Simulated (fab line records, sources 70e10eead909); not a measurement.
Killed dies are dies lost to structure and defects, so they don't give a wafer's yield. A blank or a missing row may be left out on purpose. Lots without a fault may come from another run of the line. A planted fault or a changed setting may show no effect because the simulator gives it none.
Chamber matching | flow nand_harc | NHARC_A_STAIRCASE_DEP_259 on pecvd-04: 3 sister chambers
The step deposits SiON, target thk 30 nm. 3 wafers are shown with their chamber, then 10 later ones without.

WAFERS WITH THEIR CHAMBER
wafer  | chamber | heater_power_w (W)
L092.3 | 2       | 755
L091.1 | 1       | 681
L091.4 | 0       | 771

WAFERS WITHOUT THEIR CHAMBER
wafer  | heater_power_w (W)
L091.5 | 834
L094.3 | 849
L094.5 | 847
L094.6 | 849
L095.2 | 727
L095.4 | 787
L095.6 | 676
L097.1 | 822
L097.2 | 676
L097.6 | 828

WHICH CHAMBER EACH WENT THROUGH
wafer  | from the rows above          | in truth
L091.5 | can't be placed: 0 or 2 or 1 | 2
L094.3 | can't be placed: 0 or 2 or 1 | 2
L094.5 | can't be placed: 0 or 2 or 1 | 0
L094.6 | can't be placed: 0 or 2 or 1 | 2
L095.2 | can't be placed: 2 or 0 or 1 | 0
L095.4 | can't be placed: 0 or 2 or 1 | 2
L095.6 | can't be placed: 1 or 2 or 0 | 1
L097.1 | can't be placed: 0 or 2 or 1 | 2
L097.2 | can't be placed: 1 or 2 or 0 | 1
L097.6 | can't be placed: 0 or 2 or 1 | 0
Placed correctly: 0 of 10. Can't be placed from these rows: 10 (the true chamber is among the candidates in 10). Placed wrongly: 0.
How it was worked out, from the rows above alone: a wafer's distance from a chamber is the root of the sum, over the readings, of the square of ((its reading less the chamber's mean) divided by the reading's scatter). The wafer belongs to the nearest chamber; if the next one is less than 2 further off, it can't be placed. A chamber's mean is the mean of its shown wafers. The scatter: with one shown wafer a chamber, the root of the mean of the squares of how far each hidden wafer lies from its nearest shown one.
